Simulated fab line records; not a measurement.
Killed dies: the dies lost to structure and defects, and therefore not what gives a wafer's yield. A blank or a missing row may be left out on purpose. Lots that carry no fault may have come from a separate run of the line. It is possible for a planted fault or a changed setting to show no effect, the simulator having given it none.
What tool caused it? || flow nand-harc || 13 lots, 39 wafers sampled, at 6 steps of a route of 1302

WHAT EACH GAUGE READ, for each wafer
NHARC_P_GATE_CD_MEAS_11: the cd target is 1640 nm. Usual: 1641.2 nm for cd-nm, sd 1.9.
{"lot": "L432", "measured": "day 4 14:13", "on": "cd-sem-02", "cd-nm (nm)": "1643.2 1641.6 1638.7", "flag": ""}
{"lot": "L433", "measured": "day 4 22:45", "on": "cd-sem-01", "cd-nm (nm)": "1638.4 1642.0 1637.5", "flag": ""}
{"lot": "L434", "measured": "day 5 05:44", "on": "cd-sem-01", "cd-nm (nm)": "1641.7 1640.3 1640.4", "flag": ""}
{"lot": "L438", "measured": "day 7 00:10", "on": "cd-sem-02", "cd-nm (nm)": "1641.6 1640.2 1640.6", "flag": ""}
{"lot": "L439", "measured": "day 7 07:21", "on": "cd-sem-02", "cd-nm (nm)": "1639.9 1639.8 1640.0", "flag": ""}
{"lot": "L440", "measured": "day 8 00:04", "on": "cd-sem-03", "cd-nm (nm)": "1642.6 1643.4 1640.5", "flag": ""}
{"lot": "L441", "measured": "day 8 04:16", "on": "cd-sem-01", "cd-nm (nm)": "1641.6 1637.1 1643.3", "flag": ""}
{"lot": "L443", "measured": "day 8 21:32", "on": "cd-sem-01", "cd-nm (nm)": "1639.6 1645.0 1641.0", "flag": ""}
{"lot": "L447", "measured": "day 10 18:11", "on": "cd-sem-02", "cd-nm (nm)": "1642.6 1640.5 1643.0", "flag": ""}
{"lot": "L448", "measured": "day 11 04:02", "on": "cd-sem-02", "cd-nm (nm)": "1642.9 1643.5 1646.0", "flag": ""}
{"lot": "L450", "measured": "day 11 18:53", "on": "cd-sem-03", "cd-nm (nm)": "1642.2 1641.1 1637.5", "flag": ""}
{"lot": "L454", "measured": "day 13 12:30", "on": "cd-sem-01", "cd-nm (nm)": "1640.0 1642.8 1640.4", "flag": ""}
{"lot": "L455", "measured": "day 14 02:11", "on": "cd-sem-03", "cd-nm (nm)": "1643.2 1639.8 1642.0", "flag": ""}

NHARC_P_GATE_CD_MEAS_26: the cd target is 120 nm. Usual: 120.2 nm for cd-nm, sd 0.52.
{"lot": "L432", "measured": "day 5 10:50", "on": "cd-sem-02", "cd-nm (nm)": "120.0 120.7 120.0", "flag": ""}
{"lot": "L433", "measured": "day 5 13:01", "on": "cd-sem-03", "cd-nm (nm)": "119.5 119.7 120.6", "flag": ""}
{"lot": "L434", "measured": "day 5 20:31", "on": "cd-sem-01", "cd-nm (nm)": "120.1 119.9 120.3", "flag": ""}
{"lot": "L438", "measured": "day 7 14:22", "on": "cd-sem-02", "cd-nm (nm)": "120.5 120.1 120.1", "flag": ""}
{"lot": "L439", "measured": "day 7 21:40", "on": "cd-sem-02", "cd-nm (nm)": "119.5 119.5 120.0", "flag": ""}
{"lot": "L440", "measured": "day 8 14:04", "on": "cd-sem-02", "cd-nm (nm)": "119.9 120.5 119.8", "flag": ""}
{"lot": "L441", "measured": "day 8 20:07", "on": "cd-sem-02", "cd-nm (nm)": "119.5 119.5 119.9", "flag": ""}
{"lot": "L443", "measured": "day 9 15:50", "on": "cd-sem-01", "cd-nm (nm)": "120.5 120.4 120.5", "flag": ""}
{"lot": "L447", "measured": "day 11 13:20", "on": "cd-sem-01", "cd-nm (nm)": "117.3 118.4 117.7", "flag": "OFF"}
{"lot": "L448", "measured": "day 11 21:47", "on": "cd-sem-03", "cd-nm (nm)": "117.9 118.3 117.7", "flag": "OFF"}
{"lot": "L450", "measured": "day 12 13:07", "on": "cd-sem-01", "cd-nm (nm)": "119.7 119.8 119.8", "flag": ""}
{"lot": "L454", "measured": "day 14 03:13", "on": "cd-sem-01", "cd-nm (nm)": "119.9 120.5 120.7", "flag": ""}
{"lot": "L455", "measured": "day 14 16:37", "on": "cd-sem-01", "cd-nm (nm)": "120.3 120.9 121.5", "flag": ""}

NHARC_END_SORT_01. Usual: killed-at-array 46, standard deviation 16; killed-at-other 0.9, standard deviation 1.3; killed-at-periphery 4.1, standard deviation 3; killed-dies 51, standard deviation 17; killed-open 3.5, standard deviation 1.8; killed-short 2.5, standard deviation 1.8.
{"lot": "L432", "measured": "day 25 05:36", "on": "prober-02", "killed-at-array": "18 36 32", "killed-at-other": "3 1 1", "killed-at-periphery": "4 11 10", "killed-dies": "25 48 43", "killed-open": "4 5 7", "killed-short": "1 4 3", "flag": ""}
{"lot": "L434", "measured": "day 25 11:46", "on": "prober-02", "killed-at-array": "43 37 35", "killed-at-other": "0 0 8", "killed-at-periphery": "3 4 3", "killed-dies": "46 41 46", "killed-open": "4 5 6", "killed-short": "4 4 2", "flag": ""}
{"lot": "L438", "measured": "day 27 12:36", "on": "prober-01", "killed-at-array": "37 21 38", "killed-at-other": "0 0 1", "killed-at-periphery": "0 3 0", "killed-dies": "37 24 39", "killed-open": "6 3 5", "killed-short": "2 1 5", "flag": ""}
{"lot": "L439", "measured": "day 27 19:12", "on": "prober-02", "killed-at-array": "34 44 34", "killed-at-other": "0 0 0", "killed-at-periphery": "1 1 2", "killed-dies": "35 45 36", "killed-open": "1 5 1", "killed-short": "2 4 3", "flag": ""}
{"lot": "L447", "measured": "day 30 10:28", "on": "prober-01", "killed-at-array": "46 38 36", "killed-at-other": "0 0 0", "killed-at-periphery": "3 8 1", "killed-dies": "49 46 37", "killed-open": "4 6 0", "killed-short": "2 4 6", "flag": ""}
{"lot": "L448", "measured": "day 31 23:01", "on": "prober-02", "killed-at-array": "67 88 86", "killed-at-other": "6 0 1", "killed-at-periphery": "3 7 5", "killed-dies": "76 95 92", "killed-open": "5 5 4", "killed-short": "3 6 5", "flag": ""}
{"lot": "L454", "measured": "day 33 15:08", "on": "prober-01", "killed-at-array": "53 54 49", "killed-at-other": "0 3 1", "killed-at-periphery": "2 5 1", "killed-dies": "55 62 51", "killed-open": "4 4 1", "killed-short": "3 3 5", "flag": ""}
{"lot": "L455", "measured": "day 33 22:55", "on": "prober-01", "killed-at-array": "36 51 50", "killed-at-other": "2 0 0", "killed-at-periphery": "5 1 3", "killed-dies": "43 52 53", "killed-open": "0 2 5", "killed-short": "7 1 4", "flag": ""}

WHAT TOOL EACH LOT RAN ON (gives the tool, then ch and the chambers of the sampled wafers, and finally the start)
{"lot": "L432", "NHARC_P_STI_CMP_21": "cmp-02 ch 1,2,3, day 3 19:59", "NHARC_P_GATE_DEVELOP_25": "litho-track-01 ch 0, day 5 10:00", "NHARC_P_GATE_HM_OPEN_105": "rie-diel-11 ch 0,2,3, day 25 05:36 or earlier"}
{"lot": "L433", "NHARC_P_STI_CMP_21": "cmp-04 ch 1,2, day 4 03:25", "NHARC_P_GATE_DEVELOP_25": "litho-track-04 ch 0, day 5 12:00", "NHARC_P_GATE_HM_OPEN_105": "rie-diel-12 ch 0,2, no start"}
{"lot": "L434", "NHARC_P_STI_CMP_21": "cmp-04 ch 1,3, day 4 10:55", "NHARC_P_GATE_DEVELOP_25": "litho-track-04 ch 0, day 5 20:00", "NHARC_P_GATE_HM_OPEN_105": "rie-diel-12 ch 1,2,3, day 25 11:46 or earlier"}
{"lot": "L438", "NHARC_P_STI_CMP_21": "cmp-02 ch 1,2,3, day 5 23:20", "NHARC_P_GATE_DEVELOP_25": "litho-track-06 ch 0, day 7 14:00", "NHARC_P_GATE_HM_OPEN_105": "rie-diel-11 ch 1,2,3, day 27 12:36 or earlier"}
{"lot": "L439", "NHARC_P_STI_CMP_21": "cmp-04 ch 0,2,3, day 6 14:52", "NHARC_P_GATE_DEVELOP_25": "litho-track-04 ch 0, day 7 21:00", "NHARC_P_GATE_HM_OPEN_105": "rie-diel-04 ch 0,1, day 27 19:12 or earlier"}
{"lot": "L440", "NHARC_P_STI_CMP_21": "cmp-03 ch 1,2,3, day 7 06:38", "NHARC_P_GATE_DEVELOP_25": "litho-track-01 ch 0, day 8 13:00", "NHARC_P_GATE_HM_OPEN_105": "rie-diel-11 ch 0,1,2, no start"}
{"lot": "L441", "NHARC_P_STI_CMP_21": "cmp-03 ch 0,1,3, day 7 11:13", "NHARC_P_GATE_DEVELOP_25": "litho-track-04 ch 0, day 8 20:00", "NHARC_P_GATE_HM_OPEN_105": "rie-diel-12 ch 0,2,3, no start"}
{"lot": "L443", "NHARC_P_STI_CMP_21": "cmp-04 ch 0,1,2, day 8 03:23", "NHARC_P_GATE_DEVELOP_25": "litho-track-01 ch 0, day 9 15:00", "NHARC_P_GATE_HM_OPEN_105": "rie-diel-11 ch 0,2, no start"}
{"lot": "L447", "NHARC_P_STI_CMP_21": "cmp-03 ch 1,2, day 9 22:17", "NHARC_P_GATE_DEVELOP_25": "litho-track-01 ch 0, day 11 13:00", "NHARC_P_GATE_HM_OPEN_105": "rie-diel-04 ch 2,3, day 30 10:28 or earlier"}
{"lot": "L448", "NHARC_P_STI_CMP_21": "cmp-03 ch 1,2,3, day 10 10:40", "NHARC_P_GATE_DEVELOP_25": "litho-track-01 ch 0, day 11 21:00", "NHARC_P_GATE_HM_OPEN_105": "rie-diel-12 ch 0,1,3, day 31 23:01 or earlier"}
{"lot": "L450", "NHARC_P_STI_CMP_21": "cmp-02 ch 0,1,2, day 11 01:55", "NHARC_P_GATE_DEVELOP_25": "litho-track-04 ch 0, day 12 13:00", "NHARC_P_GATE_HM_OPEN_105": "rie-diel-04 ch 0,1,3, no start"}
{"lot": "L454", "NHARC_P_STI_CMP_21": "cmp-02 ch 1,2, day 12 19:02", "NHARC_P_GATE_DEVELOP_25": "litho-track-04 ch 0, day 14 03:00", "NHARC_P_GATE_HM_OPEN_105": "rie-diel-04 ch 2,3, day 33 15:08 or earlier"}
{"lot": "L455", "NHARC_P_STI_CMP_21": "cmp-03 ch 0,1,3, day 13 07:01", "NHARC_P_GATE_DEVELOP_25": "litho-track-06 ch 0, day 14 16:00", "NHARC_P_GATE_HM_OPEN_105": "rie-diel-11 ch 0,1, day 33 22:55 or earlier"}
- NHARC_P_STI_CMP_21: polishes, t overpolish 20 s, target thk 380.67 nm.
- NHARC_P_GATE_DEVELOP_25: develop time 35 s.
- NHARC_P_GATE_HM_OPEN_105: chemistry O2/COS, target depth 360 nm.

AS READ BY THE TOOLS THEMSELVES (means over the sampled wafers that have a number; for cases with no such wafer, the mark the record gives instead)
NHARC_P_STI_CMP_21. Usual: motor-current-A 12.1 A, standard deviation 0.98; overpolish-run-s 20.001 s, standard deviation 0.0084; pad-life-wafers 166, standard deviation 94.
{"lot": "L432", "tool": "cmp-02", "motor-current-A (A)": 12.9, "overpolish-run-s (s)": 19.993, "pad-life-wafers": 116, "flag": ""}
{"lot": "L433", "tool": "cmp-04", "motor-current-A (A)": 13.0, "overpolish-run-s (s)": 19.999, "pad-life-wafers": 246, "flag": ""}
{"lot": "L434", "tool": "cmp-04", "motor-current-A (A)": 11.2, "overpolish-run-s (s)": 19.991, "pad-life-wafers": 259, "flag": ""}
{"lot": "L438", "tool": "cmp-02", "motor-current-A (A)": 12.5, "overpolish-run-s (s)": 20.010, "pad-life-wafers": 332, "flag": ""}
{"lot": "L439", "tool": "cmp-04", "motor-current-A (A)": 12.2, "overpolish-run-s (s)": 19.992, "pad-life-wafers": 67, "flag": ""}
{"lot": "L440", "tool": "cmp-03", "motor-current-A (A)": 12.0, "overpolish-run-s (s)": 20.003, "pad-life-wafers": 295, "flag": ""}
{"lot": "L441", "tool": "cmp-03", "motor-current-A (A)": 12.4, "overpolish-run-s (s)": 20.009, "pad-life-wafers": 313, "flag": ""}
{"lot": "L443", "tool": "cmp-04", "motor-current-A (A)": 12.5, "overpolish-run-s (s)": 19.997, "pad-life-wafers": 230, "flag": ""}
{"lot": "L447", "tool": "cmp-03", "motor-current-A (A)": 12.3, "overpolish-run-s (s)": 20.000, "pad-life-wafers": 181, "flag": ""}
{"lot": "L448", "tool": "cmp-03", "motor-current-A (A)": 12.2, "overpolish-run-s (s)": 20.008, "pad-life-wafers": 213, "flag": ""}
{"lot": "L450", "tool": "cmp-02", "motor-current-A (A)": 13.1, "overpolish-run-s (s)": 20.005, "pad-life-wafers": 20, "flag": ""}
{"lot": "L454", "tool": "cmp-02", "motor-current-A (A)": 13.0, "overpolish-run-s (s)": 20.005, "pad-life-wafers": 192, "flag": ""}
{"lot": "L455", "tool": "cmp-03", "motor-current-A (A)": 12.2, "overpolish-run-s (s)": 19.997, "pad-life-wafers": 116, "flag": ""}

NHARC_P_GATE_HM_OPEN_105. Usual: drypump-motor-current-A 5.5 A, standard deviation 0.47; oes-product-au 0.996 a.u., standard deviation 0.01; rf-vpp-V 467 V, standard deviation 3.3; showerhead-plenum-p-Torr 3.11 Torr, standard deviation 0.15; throttle-valve-pct 28.329 %, standard deviation 0.0092.
{"lot": "L432", "tool": "rie-diel-11", "drypump-motor-current-A (A)": 5.5, "oes-product-au (a.u.)": 0.991, "rf-vpp-V (V)": 468, "showerhead-plenum-p-Torr (Torr)": 3.15, "throttle-valve-pct (%)": 28.326, "flag": ""}
{"lot": "L433", "tool": "rie-diel-12", "drypump-motor-current-A (A)": 5.3, "oes-product-au (a.u.)": 0.988, "rf-vpp-V (V)": 471, "showerhead-plenum-p-Torr (Torr)": 3.30, "throttle-valve-pct (%)": 28.321, "flag": ""}
{"lot": "L434", "tool": "rie-diel-12", "drypump-motor-current-A (A)": 5.7, "oes-product-au (a.u.)": 0.994, "rf-vpp-V (V)": 467, "showerhead-plenum-p-Torr (Torr)": 3.10, "throttle-valve-pct (%)": 28.325, "flag": ""}
{"lot": "L438", "tool": "rie-diel-11", "drypump-motor-current-A (A)": 5.8, "oes-product-au (a.u.)": 1.006, "rf-vpp-V (V)": 466, "showerhead-plenum-p-Torr (Torr)": 3.07, "throttle-valve-pct (%)": 28.336, "flag": ""}
{"lot": "L439", "tool": "rie-diel-04", "drypump-motor-current-A (A)": 5.4, "oes-product-au (a.u.)": 1.007, "rf-vpp-V (V)": 465, "showerhead-plenum-p-Torr (Torr)": 3.02, "throttle-valve-pct (%)": 28.331, "flag": ""}
{"lot": "L440", "tool": "rie-diel-11", "drypump-motor-current-A (A)": 5.4, "oes-product-au (a.u.)": 0.991, "rf-vpp-V (V)": 468, "showerhead-plenum-p-Torr (Torr)": 3.14, "throttle-valve-pct (%)": 28.318, "flag": ""}
{"lot": "L441", "tool": "rie-diel-12", "drypump-motor-current-A (A)": 5.5, "oes-product-au (a.u.)": 0.988, "rf-vpp-V (V)": 469, "showerhead-plenum-p-Torr (Torr)": 3.21, "throttle-valve-pct (%)": 28.329, "flag": ""}
{"lot": "L443", "tool": "rie-diel-11", "drypump-motor-current-A (A)": 5.6, "oes-product-au (a.u.)": 0.982, "rf-vpp-V (V)": 468, "showerhead-plenum-p-Torr (Torr)": 3.21, "throttle-valve-pct (%)": 28.335, "flag": ""}
{"lot": "L447", "tool": "rie-diel-04", "drypump-motor-current-A (A)": 5.7, "oes-product-au (a.u.)": 1.006, "rf-vpp-V (V)": 466, "showerhead-plenum-p-Torr (Torr)": 3.07, "throttle-valve-pct (%)": 28.331, "flag": ""}
{"lot": "L448", "tool": "rie-diel-12", "drypump-motor-current-A (A)": 6.0, "oes-product-au (a.u.)": 0.991, "rf-vpp-V (V)": 467, "showerhead-plenum-p-Torr (Torr)": 3.13, "throttle-valve-pct (%)": 28.336, "flag": ""}
{"lot": "L450", "tool": "rie-diel-04", "drypump-motor-current-A (A)": 5.3, "oes-product-au (a.u.)": 0.998, "rf-vpp-V (V)": 467, "showerhead-plenum-p-Torr (Torr)": 3.16, "throttle-valve-pct (%)": 28.335, "flag": ""}
{"lot": "L454", "tool": "rie-diel-04", "drypump-motor-current-A (A)": 5.6, "oes-product-au (a.u.)": 1.001, "rf-vpp-V (V)": 465, "showerhead-plenum-p-Torr (Torr)": 3.07, "throttle-valve-pct (%)": 28.323, "flag": ""}
{"lot": "L455", "tool": "rie-diel-11", "drypump-motor-current-A (A)": 4.9, "oes-product-au (a.u.)": 0.981, "rf-vpp-V (V)": 468, "showerhead-plenum-p-Torr (Torr)": 3.14, "throttle-valve-pct (%)": 28.330, "flag": ""}

THE ANSWER, worked out from the rows above alone
Rule: a lot is off if the mean of its wafers that have a number lies more than 3 standard deviations from the usual mean. Also off: a lot with no number at a reading for which 4 or more lots have one. Any other lot the step has rows for is counted as sound. After the gauges, taken in route order, come the tools' own readings; for these a lot's mean is taken, as printed above. The first step at which some lot is off is used, and at that step the reading that is off furthest; a lot without a number counts as furthest.
Off: L447, L448, at NHARC_P_GATE_CD_MEAS_26 (cd-nm).
A tool fits if, at a process step before that reading, it ran every lot that is off, and no sound lot after the first of them. Gauges at NHARC_P_GATE_CD_MEAS_26: tried the same way as those tools. One fits: litho-track-01 at NHARC_P_GATE_DEVELOP_25. A fault onset in the window from L443 (day 9 15:00, its last sound lot) to L447 (day 11 13:00, its first lot off) fits.

WHAT THE SIMULATOR HAD PUT IN
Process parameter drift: litho-track-01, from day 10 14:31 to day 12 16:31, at NHARC_P_GATE_DEVELOP_25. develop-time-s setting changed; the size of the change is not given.
Shown lots that were struck: L447, L448. The rule above found the same.
